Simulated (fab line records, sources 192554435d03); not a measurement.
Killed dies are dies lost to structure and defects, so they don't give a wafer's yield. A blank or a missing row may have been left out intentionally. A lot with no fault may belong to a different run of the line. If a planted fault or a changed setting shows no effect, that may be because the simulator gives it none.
fab line records -- flow n5-finfet -- part 1 of 2: steps 1 to 4 of 6
record: lots: 24, wafers: 72, last-day: 18
route steps=1938 shown STI_FIN_REVEAL@188 DUMMY_GATE@240
lots with no fault: from the same line, run without faults
start-h: the number of hours between the record's first day and the start of the first shown wafer of the lot -- wait-h: hours elapsed since this lot's preceding step -- " as in the row above -- L1.1+2: one row covering several wafers at once -- - value missing, or start not given -- * or withheld: withheld -- < > ~ a bound
route shown NAME@n: names a module that has steps shown in the file, with the first one's number in the route -- usual: mean/standard deviation of fault-free wafers -- same: alike in all rows -- chamber/n: place in a boat -- sites: the reading at each site -- _std_site: how widely they spread, as a standard deviation -- _edge_site: inner sites' mean taken away from outer sites' mean -- radius-mm: for every site, how far away it sits from the centre of the wafer -- mask NAME#n: copy n -- behind: the most recent tool/chamber to have shaped the wafer -- hold: cause of the lot's hold/its duration in hours/its outcome -- device: the n, p or np transistor that did not switch -- end of line: the tests these same wafers got at the end of their route -- where a step has no rows: the recipe by itself -- killed: not the wafer's yield, but the dies lost to structure and defects at the first sort -- map: per-die view of a wafer (x killed, . not killed, _ where there is no die)
set.NAME: the setting as run; set.NAME@STEP: as run at that earlier step -- model.NAME: the simulator's own value behind a step, which no gauge read
steps of the route over a sample of lots; a table a step, a row a wafer
services: the hour from which a tool's chamber was out of use, counted from the record's first day as start-h (under 0 if before that day), plus the number of hours and why
== steps ==
step: N5_STI_FIN_REVEAL_THK_MEAS_05
usual: thk-nm: 131.7/1.2
lot.wafer,tool,chamber,start-h,wait-h,thk-nm
L074.1,film-metro-01,-,33.54,-,130.2
L074.2,film-metro-01,-,33.54,-,132.3
L074.3,film-metro-01,-,33.54,-,132.1
L075.1,film-metro-02,-,40.27,-,131.4
L075.4,film-metro-02,-,40.27,-,130.1
L075.6,film-metro-02,-,40.27,-,131.0
L076.3,film-metro-02,-,46.18,-,132.9
L076.4,film-metro-02,-,46.18,-,132.5
L076.5,film-metro-02,-,46.18,-,133.4
L077.4,film-metro-02,-,52.64,-,131.8
L077.5,film-metro-02,-,52.64,-,132.0
L077.6,film-metro-02,-,52.64,-,132.3
L078.2,film-metro-02,-,59.61,-,133.8
L078.4,film-metro-02,-,59.61,-,130.2
L078.5,film-metro-02,-,59.61,-,132.3
L079.1,film-metro-02,-,64.99,-,131.7
L079.2,film-metro-02,-,64.99,-,131.2
L079.3,film-metro-02,-,64.99,-,132.0
L080.2,film-metro-01,-,70.69,-,132.7
L080.4,film-metro-01,-,70.69,-,129.7
L080.5,film-metro-01,-,70.69,-,131.3
L081.2,film-metro-01,-,75.62,-,130.7
L081.3,film-metro-01,-,75.62,-,131.5
L081.5,film-metro-01,-,75.62,-,131.8
L082.1,film-metro-01,-,81.88,-,133.1
L082.4,film-metro-01,-,81.88,-,134.3
L082.6,film-metro-01,-,81.88,-,132.8
L083.1,film-metro-01,-,88.03,-,127.9
L083.3,film-metro-01,-,88.03,-,132.6
L083.4,film-metro-01,-,88.03,-,130.1
L084.1,film-metro-01,-,96.11,-,131.3
L084.4,film-metro-01,-,96.11,-,133.3
L084.6,film-metro-01,-,96.11,-,131.4
L085.1,film-metro-02,-,100.16,-,133.9
L085.2,film-metro-02,-,100.16,-,132.9
L085.3,film-metro-02,-,100.16,-,133.3
L086.3,film-metro-02,-,107.89,-,132.1
L086.4,film-metro-02,-,107.89,-,132.0
L086.6,film-metro-02,-,107.89,-,131.1
L087.2,film-metro-01,-,114.28,-,132.7
L087.3,film-metro-01,-,114.28,-,131.1
L087.4,film-metro-01,-,114.28,-,129.0
L088.3,film-metro-02,-,120.90,-,130.4
L088.4,film-metro-02,-,120.90,-,131.9
L088.5,film-metro-02,-,120.90,-,131.4
L089.2,film-metro-02,-,125.43,-,133.8
L089.4,film-metro-02,-,125.43,-,129.9
L089.5,film-metro-02,-,125.43,-,130.4
L090.1,film-metro-02,-,130.21,-,131.3
L090.2,film-metro-02,-,130.21,-,131.7
L090.3,film-metro-02,-,130.21,-,132.1
L091.1,film-metro-01,-,140.88,-,131.1
L091.5,film-metro-01,-,140.88,-,130.2
L091.6,film-metro-01,-,140.88,-,133.5
L092.1,film-metro-02,-,142.84,-,129.4
L092.3,film-metro-02,-,142.84,-,129.7
L092.4,film-metro-02,-,142.84,-,130.7
L093.2,film-metro-01,-,146.87,-,131.2
L093.4,film-metro-01,-,146.87,-,131.1
L093.6,film-metro-01,-,146.87,-,131.7
L094.2,film-metro-01,-,153.85,-,131.0
L094.3,film-metro-01,-,153.85,-,131.7
L094.5,film-metro-01,-,153.85,-,130.8
L095.1,film-metro-02,-,159.60,-,130.6
L095.4,film-metro-02,-,159.60,-,131.9
L095.6,film-metro-02,-,159.60,-,131.9
L096.1,film-metro-02,-,170.26,-,131.4
L096.4,film-metro-02,-,170.26,-,130.7
L096.6,film-metro-02,-,170.26,-,131.2
L097.2,film-metro-01,-,177.26,-,131.5
L097.5,film-metro-01,-,177.26,-,130.5
L097.6,film-metro-01,-,177.26,-,132.1
step: N5_STI_FIN_REVEAL_DENSIFY_30
recipe: temp-c: *, time-s: *, ambient: N2, idle-temp-c: 600, ramp-up-c-per-s: 150, ramp-down-c-per-s: 60, cool-to-c: 600
usual: lamp-power-pct: 11.53/0.057, wafer_temp_C_max: *
lot.wafer,tool,chamber,start-h,wait-h,lamp-power-pct,wafer_temp_C_max
L074.1,rtp-anneal-02,0,33.57,0.0,11.54,*
L074.2,rtp-anneal-02,0,33.57,0.0,11.55,*
L074.3,rtp-anneal-02,0,33.57,0.0,11.52,*
L075.1,rtp-anneal-01,0,41.61,1.3,11.49,*
L075.4,rtp-anneal-01,0,41.61,1.3,11.47,*
L075.6,rtp-anneal-01,0,41.61,1.3,11.64,*
L076.3,rtp-anneal-01,0,46.26,0.1,11.55,*
L076.4,rtp-anneal-01,0,46.26,0.1,11.50,*
L076.5,rtp-anneal-01,0,46.26,0.1,11.56,*
L077.4,rtp-anneal-02,0,52.75,0.1,11.49,*
L077.5,rtp-anneal-02,0,52.75,0.1,11.48,*
L077.6,rtp-anneal-02,0,52.75,0.1,11.50,*
L078.2,rtp-anneal-01,0,59.67,0.1,11.57,*
L078.4,rtp-anneal-01,0,59.67,0.1,11.49,*
L078.5,rtp-anneal-01,0,59.67,0.1,11.53,*
L079.1,rtp-anneal-02,0,65.02,0.0,11.43,*
L079.2,rtp-anneal-02,0,65.02,0.0,11.61,*
L079.3,rtp-anneal-02,0,65.02,0.0,11.64,*
L080.2,rtp-anneal-02,0,70.75,0.1,11.54,*
L080.4,rtp-anneal-02,0,70.75,0.1,11.42,*
L080.5,rtp-anneal-02,0,70.75,0.1,11.53,*
L081.2,rtp-anneal-01,0,75.68,0.1,11.57,*
L081.3,rtp-anneal-01,0,75.68,0.1,11.54,*
L081.5,rtp-anneal-01,0,75.68,0.1,11.55,*
L082.1,rtp-anneal-02,0,81.91,0.0,11.45,*
L082.4,rtp-anneal-02,0,81.91,0.0,11.54,*
L082.6,rtp-anneal-02,0,81.91,0.0,11.54,*
L083.1,rtp-anneal-01,0,88.10,0.1,11.49,*
L083.3,rtp-anneal-01,0,88.10,0.1,11.54,*
L083.4,rtp-anneal-01,0,88.10,0.1,11.57,*
L084.1,rtp-anneal-02,0,96.15,0.0,11.58,*
L084.4,rtp-anneal-02,0,96.15,0.0,11.55,*
L084.6,rtp-anneal-02,0,96.15,0.0,11.55,*
L085.1,rtp-anneal-01,0,100.26,0.1,11.57,*
L085.2,rtp-anneal-01,0,100.26,0.1,11.60,*
L085.3,rtp-anneal-01,0,100.26,0.1,11.49,*
L086.3,rtp-anneal-01,0,107.98,0.1,11.57,*
L086.4,rtp-anneal-01,0,107.98,0.1,11.55,*
L086.6,rtp-anneal-01,0,107.98,0.1,11.55,*
L087.2,rtp-anneal-01,0,114.34,0.1,11.46,*
L087.3,rtp-anneal-01,0,114.34,0.1,11.54,*
L087.4,rtp-anneal-01,0,114.34,0.1,11.55,*
L088.3,rtp-anneal-01,0,120.99,0.1,11.45,*
L088.4,rtp-anneal-01,0,120.99,0.1,11.49,*
L088.5,rtp-anneal-01,0,120.99,0.1,11.46,*
L089.2,rtp-anneal-01,0,125.51,0.1,11.50,*
L089.4,rtp-anneal-01,0,125.51,0.1,11.62,*
L089.5,rtp-anneal-01,0,125.51,0.1,11.51,*
L090.1,rtp-anneal-01,0,130.23,0.0,11.50,*
L090.2,rtp-anneal-01,0,130.23,0.0,11.42,*
L090.3,rtp-anneal-01,0,130.23,0.0,11.50,*
L091.1,rtp-anneal-01,0,140.91,0.0,11.43,*
L091.5,rtp-anneal-01,0,140.91,0.0,11.56,*
L091.6,rtp-anneal-01,0,140.91,0.0,11.49,*
L092.1,rtp-anneal-02,0,142.86,0.0,11.50,*
L092.3,rtp-anneal-02,0,142.86,0.0,11.54,*
L092.4,rtp-anneal-02,0,142.86,0.0,11.59,*
L093.2,rtp-anneal-01,0,146.93,0.1,11.51,*
L093.4,rtp-anneal-01,0,146.93,0.1,11.54,*
L093.6,rtp-anneal-01,0,146.93,0.1,11.51,*
L094.2,rtp-anneal-01,0,153.91,0.1,11.42,*
L094.3,rtp-anneal-01,0,153.91,0.1,11.37,*
L094.5,rtp-anneal-01,0,153.91,0.1,11.53,*
L095.1,rtp-anneal-02,0,159.63,0.0,11.51,*
L095.4,rtp-anneal-02,0,159.63,0.0,11.47,*
L095.6,rtp-anneal-02,0,159.63,0.0,11.51,*
L096.1,rtp-anneal-02,0,170.29,0.0,11.55,*
L096.4,rtp-anneal-02,0,170.29,0.0,11.56,*
L096.6,rtp-anneal-02,0,170.29,0.0,11.51,*
L097.2,rtp-anneal-02,0,177.34,0.1,11.49,*
L097.5,rtp-anneal-02,0,177.34,0.1,11.60,*
L097.6,rtp-anneal-02,0,177.34,0.1,11.46,*
step: N5_STI_FIN_REVEAL_ETCH_34
recipe: chemistry: H2, mode: isotropic, material: Si, target: Si, target-depth-a: 9.7, temp-c: 20, pressure-mtorr: 4.5, icp-w: 300, bias-w: 0, h2-flow-sccm: 7.5, he-flow-sccm: 142.5
usual: drypump-motor-current-A: 5.9/0.4, he-backside-leak-sccm: 2.8/0.46, oes-product-au: 1.005/0.017, throttle-valve-pct: 25.5/0.55
lot.wafer,tool,chamber,start-h,wait-h,drypump-motor-current-A,he-backside-leak-sccm,oes-product-au,rf-hours-counter-h,throttle-valve-pct
L074.1,rie-si-03,0,36.14,0.2,6.4,3.8,0.998,197,25.0
L074.2,rie-si-03,1,36.14,0.2,6.0,2.5,0.963,203,26.0
L074.3,rie-si-03,3,36.14,0.2,5.4,3.0,1.020,48,25.5
L075.1,rie-si-05,0,44.18,0.2,6.1,2.3,1.009,2,26.2
L075.4,rie-si-05,2,44.18,0.2,6.2,3.3,1.019,34,24.8
L075.6,rie-si-05,3,44.18,0.2,5.7,2.9,1.018,-,25.0
L076.3,rie-si-02,0,48.76,0.1,6.2,2.5,0.993,171,26.0
L076.4,rie-si-02,3,48.76,0.1,6.3,3.4,0.981,163,25.3
L076.5,rie-si-02,2,48.76,0.1,4.9,2.8,1.026,-,26.4
L077.4,rie-si-05,3,55.22,0.1,5.7,2.9,1.023,39,25.0
L077.5,rie-si-05,1,55.22,0.1,5.7,2.4,1.018,-,25.5
L077.6,rie-si-05,0,55.22,0.1,6.1,2.4,1.027,-,26.3
L078.2,rie-si-02,3,62.42,0.1,6.3,3.1,0.989,163,25.3
L078.4,rie-si-02,3,62.42,0.1,6.3,3.8,0.988,-,25.3
L078.5,rie-si-02,0,62.42,0.1,6.2,2.7,0.969,-,26.0
L079.1,rie-si-02,0,67.57,0.2,6.1,2.7,0.978,171,26.0
L079.2,rie-si-02,2,67.57,0.2,4.9,2.8,1.026,27,26.4
L079.3,rie-si-02,1,67.57,0.2,5.8,2.6,1.002,60,24.9
L080.2,rie-si-03,1,73.33,0.2,6.0,2.3,0.995,0,26.0
L080.4,rie-si-03,0,73.33,0.2,6.4,4.4,1.002,198,25.0
L080.5,rie-si-03,1,73.33,0.2,6.0,2.3,1.002,-,26.0
L081.2,rie-si-05,0,78.20,0.1,6.1,2.3,1.018,3,26.3
L081.3,rie-si-05,1,78.20,0.1,5.8,2.4,1.026,22,25.5
L081.5,rie-si-05,3,78.20,0.1,5.7,2.8,1.019,-,25.0
L082.1,rie-si-05,2,84.51,0.2,6.2,3.1,1.011,35,24.8
L082.4,rie-si-05,1,84.51,0.2,5.7,2.5,1.022,22,25.5
L082.6,rie-si-05,0,84.51,0.2,6.1,2.3,1.019,-,26.3
L083.1,rie-si-02,1,90.68,0.2,5.8,2.5,1.009,61,24.9
L083.3,rie-si-02,3,90.68,0.2,6.3,3.4,0.989,163,25.3
L083.4,rie-si-02,0,90.68,0.2,6.1,2.3,0.970,171,26.0
L084.1,rie-si-03,2,98.81,0.2,5.9,2.5,1.019,142,25.8
L084.4,rie-si-03,3,98.81,0.2,5.4,2.7,1.028,49,25.5
L084.6,rie-si-03,0,98.81,0.2,6.3,3.6,1.005,-,25.0
L085.1,rie-si-03,1,103.05,0.2,6.0,2.4,1.011,1,26.0
L085.2,rie-si-03,3,103.05,0.2,5.4,2.9,1.026,49,25.5
L085.3,rie-si-03,0,103.05,0.2,6.4,3.6,1.003,198,25.0
L086.3,rie-si-02,0,110.48,0.1,6.1,2.4,0.982,172,26.0
L086.4,rie-si-02,1,110.48,0.1,5.8,2.4,0.994,61,24.9
L086.6,rie-si-02,1,110.48,0.1,5.8,2.6,1.006,-,24.9
L087.2,rie-si-05,2,116.93,0.2,6.2,3.3,1.024,36,24.8
L087.3,rie-si-05,1,116.93,0.2,5.7,2.5,1.008,23,25.5
L087.4,rie-si-05,0,116.93,0.2,6.1,2.3,1.019,3,26.3
L088.3,rie-si-02,1,123.48,0.1,5.8,2.6,1.009,61,24.9
L088.4,rie-si-02,2,123.48,0.1,4.9,2.8,1.022,28,26.5
L088.5,rie-si-02,1,123.48,0.1,5.8,2.5,1.001,-,24.9
L089.2,rie-si-05,1,128.04,0.1,5.7,2.4,1.010,23,25.5
L089.4,rie-si-05,2,128.04,0.1,6.2,3.4,1.023,36,24.8
L089.5,rie-si-05,2,128.04,0.1,6.2,3.3,1.021,-,24.8
L090.1,rie-si-03,2,132.83,0.2,5.9,2.6,1.016,143,25.8
L090.2,rie-si-03,0,132.83,0.2,6.3,2.9,1.008,0,26.1
L090.3,rie-si-03,3,132.83,0.2,5.4,2.8,1.038,50,25.5
L091.1,rie-si-02,1,143.77,0.2,5.8,2.6,1.004,61,24.9
L091.5,rie-si-02,1,143.77,0.2,5.8,2.7,0.995,-,24.9
L091.6,rie-si-02,2,143.77,0.2,4.9,2.8,1.009,-,26.5
L092.1,rie-si-05,1,145.42,0.2,5.7,2.5,1.009,24,25.5
L092.3,rie-si-05,0,145.42,0.2,6.1,2.3,1.008,4,26.2
L092.4,rie-si-05,2,145.42,0.2,6.2,3.0,1.021,36,24.8
L093.2,rie-si-05,3,149.46,0.1,5.7,2.9,1.032,41,25.0
L093.4,rie-si-05,2,149.46,0.1,6.2,3.3,1.011,36,24.8
L093.6,rie-si-05,2,149.46,0.1,6.3,3.3,1.017,-,24.8
L094.2,rie-si-02,3,156.51,0.1,6.4,3.6,0.976,165,25.3
L094.3,rie-si-02,0,156.51,0.1,6.2,2.4,0.980,173,26.0
L094.5,rie-si-02,0,156.51,0.1,6.2,2.6,0.978,-,26.0
L095.1,rie-si-02,3,162.22,0.2,6.3,3.8,0.975,165,25.3
L095.4,rie-si-02,2,162.22,0.2,4.9,2.8,1.009,29,26.4
L095.6,rie-si-02,0,162.22,0.2,6.1,4.6,0.982,-,26.0
L096.1,rie-si-02,1,172.85,0.2,5.8,2.7,1.013,62,24.9
L096.4,rie-si-02,2,172.85,0.2,4.9,2.8,1.009,29,26.4
L096.6,rie-si-02,3,172.85,0.2,6.3,3.5,0.977,-,25.3
L097.2,rie-si-03,2,179.87,0.1,6.0,2.7,1.021,144,25.8
L097.5,rie-si-03,2,179.87,0.1,5.9,2.6,1.012,-,25.8
L097.6,rie-si-03,1,179.87,0.1,6.0,2.3,1.003,-,26.0
step: N5_DUMMY_GATE_TRIM_49
recipe: chemistry: O2, resist: SOC, time-s: 29, target-cd-nm: 14, source-power-w: 300, bias-power-w: 0, O2_flow_sccm: 100, temp-c: 20
usual: drypump-motor-current-A: 5.9/0.48, he-backside-leak-sccm: 2.9/0.46, oes-product-au: 1.007/0.018, throttle-valve-pct: 8.23/0.19
lot.wafer,tool,chamber,start-h,wait-h,drypump-motor-current-A,he-backside-leak-sccm,oes-product-au,rf-hours-counter-h,throttle-valve-pct
L074.1,rie-si-04,3,45.70,0.0,6.6,2.9,0.988,180,8.39
L074.2,rie-si-04,1,45.70,0.0,5.7,3.7,0.986,179,8.49
L074.3,rie-si-04,0,45.70,0.0,5.5,2.6,1.013,85,8.37
L075.1,rie-si-06,2,54.54,0.0,5.8,2.5,1.009,90,8.06
L075.4,rie-si-06,0,54.54,0.0,6.4,2.8,0.996,145,8.14
L075.6,rie-si-06,2,54.54,0.0,5.7,2.5,1.015,-,8.07
L076.3,rie-si-04,3,58.32,0.0,6.6,2.7,0.995,181,8.38
L076.4,rie-si-04,0,58.32,0.0,5.5,2.7,1.007,86,8.37
L076.5,rie-si-04,2,58.32,0.0,5.5,3.3,1.036,-,8.36
L077.4,rie-si-06,1,66.62,0.1,6.0,2.9,0.995,-,8.20
L077.5,rie-si-06,0,66.62,0.1,6.4,2.7,0.999,-,8.16
L077.6,rie-si-06,2,66.62,0.1,5.7,2.3,1.009,-,8.08
L078.2,rie-si-06,1,72.07,0.0,5.9,3.0,0.992,129,8.17
L078.4,rie-si-06,3,72.07,0.0,5.0,2.9,1.041,4,7.81
L078.5,rie-si-06,3,72.07,0.0,5.0,2.7,1.039,-,7.80
L079.1,rie-si-01,0,78.07,0.0,6.3,2.3,1.008,6,8.10
L079.2,rie-si-01,2,78.07,0.0,6.0,2.8,0.997,7,7.94
L079.3,rie-si-01,1,78.07,0.0,6.7,2.9,1.012,146,8.31
L080.2,rie-si-06,2,84.53,0.0,5.7,2.5,1.011,90,8.06
L080.4,rie-si-06,0,84.53,0.0,6.4,2.8,1.004,145,8.16
L080.5,rie-si-06,2,84.53,0.0,5.7,2.6,1.014,-,8.06
L081.2,rie-si-04,0,89.03,0.0,5.5,2.8,1.028,86,8.37
L081.3,rie-si-04,3,89.03,0.0,6.6,2.7,0.990,181,8.39
L081.5,rie-si-04,2,89.03,0.0,5.5,3.2,1.021,-,8.34
L082.1,rie-si-06,1,96.66,0.0,6.0,2.9,0.975,130,8.20
L082.4,rie-si-06,0,96.66,0.0,6.4,2.5,0.989,146,8.16
L082.6,rie-si-06,3,96.66,0.0,5.0,2.6,1.037,-,7.81
L083.1,rie-si-04,3,101.26,0.0,6.6,2.7,0.998,181,8.39
L083.3,rie-si-04,2,101.26,0.0,5.6,3.3,1.031,141,8.38
L083.4,rie-si-04,1,101.26,0.0,5.7,3.7,0.977,180,8.48
L084.1,rie-si-06,1,108.44,0.0,6.0,2.9,0.972,130,8.17
L084.4,rie-si-06,2,108.44,0.0,5.8,2.5,1.009,91,8.07
L084.6,rie-si-06,0,108.44,0.0,6.4,2.5,1.001,-,8.16
L085.1,rie-si-04,0,112.80,0.0,5.5,2.7,1.014,87,8.38
L085.2,rie-si-04,1,112.80,0.0,5.7,3.8,0.995,180,8.48
L085.3,rie-si-04,3,112.80,0.0,6.6,2.7,0.995,182,8.38
L086.3,rie-si-01,3,120.36,0.0,6.3,3.0,1.030,128,8.16
L086.4,rie-si-01,0,120.36,0.0,6.3,2.4,1.006,7,8.10
L086.6,rie-si-01,1,120.36,0.0,6.6,3.0,1.012,-,8.33
L087.2,rie-si-04,1,126.66,0.0,5.7,3.7,0.975,180,8.49
L087.3,rie-si-04,3,126.66,0.0,6.6,2.7,1.007,182,8.39
L087.4,rie-si-04,0,126.66,0.0,5.5,2.6,1.030,87,8.38
L088.3,rie-si-04,3,136.46,0.0,6.6,2.8,1.005,182,8.40
L088.4,rie-si-04,0,136.46,0.0,5.5,2.6,1.018,87,8.38
L088.5,rie-si-04,1,136.46,0.0,5.7,3.9,0.977,-,8.50
L089.2,rie-si-01,1,137.58,0.0,6.7,3.0,1.014,147,8.31
L089.4,rie-si-01,2,137.58,0.0,6.1,2.5,1.003,9,7.94
L089.5,rie-si-01,2,137.58,0.0,6.1,2.5,0.993,-,7.96
L090.1,rie-si-06,1,144.49,0.0,6.0,5.1,0.989,131,8.17
L090.2,rie-si-06,0,144.49,0.0,6.4,2.8,0.998,147,8.16
L090.3,rie-si-06,2,144.49,0.0,5.8,2.5,1.008,91,8.07
L091.1,rie-si-06,0,153.49,0.0,6.4,2.7,0.993,147,8.17
L091.5,rie-si-06,1,153.49,0.0,5.9,2.9,0.985,-,8.17
L091.6,rie-si-06,2,153.49,0.0,5.7,2.4,1.006,-,8.07
L092.1,rie-si-04,1,154.95,0.0,5.7,3.9,0.987,181,8.50
L092.3,rie-si-04,2,154.95,0.0,5.5,3.3,1.022,142,8.36
L092.4,rie-si-04,0,154.95,0.0,5.5,2.7,1.016,87,8.38
L093.2,rie-si-04,3,161.23,0.0,6.6,2.7,0.990,183,8.39
L093.4,rie-si-04,1,161.23,0.0,5.7,4.1,0.977,181,8.49
L093.6,rie-si-04,0,161.23,0.0,5.5,2.6,1.016,-,8.37
L094.2,rie-si-04,0,168.18,0.0,5.5,2.6,1.021,88,8.35
L094.3,rie-si-04,3,168.18,0.0,6.6,2.6,0.998,183,8.38
L094.5,rie-si-04,1,168.18,0.0,5.7,3.5,0.984,-,8.48
L095.1,rie-si-04,3,171.74,0.0,6.6,2.9,1.000,183,8.42
L095.4,rie-si-04,1,171.74,0.0,5.7,3.8,0.994,181,8.51
L095.6,rie-si-04,0,171.74,0.0,5.5,2.7,1.027,-,8.39
L096.1,rie-si-06,2,184.46,0.0,5.7,2.6,1.016,92,8.07
L096.4,rie-si-06,1,184.46,0.0,6.0,3.0,0.985,131,8.19
L096.6,rie-si-06,0,184.46,0.0,6.4,2.5,1.008,-,8.17
L097.2,rie-si-01,1,189.44,0.0,6.7,3.1,1.006,148,8.32
L097.5,rie-si-01,0,189.44,0.0,6.3,2.3,0.997,-,8.09
L097.6,rie-si-01,1,189.44,0.0,6.7,2.9,1.005,-,8.31
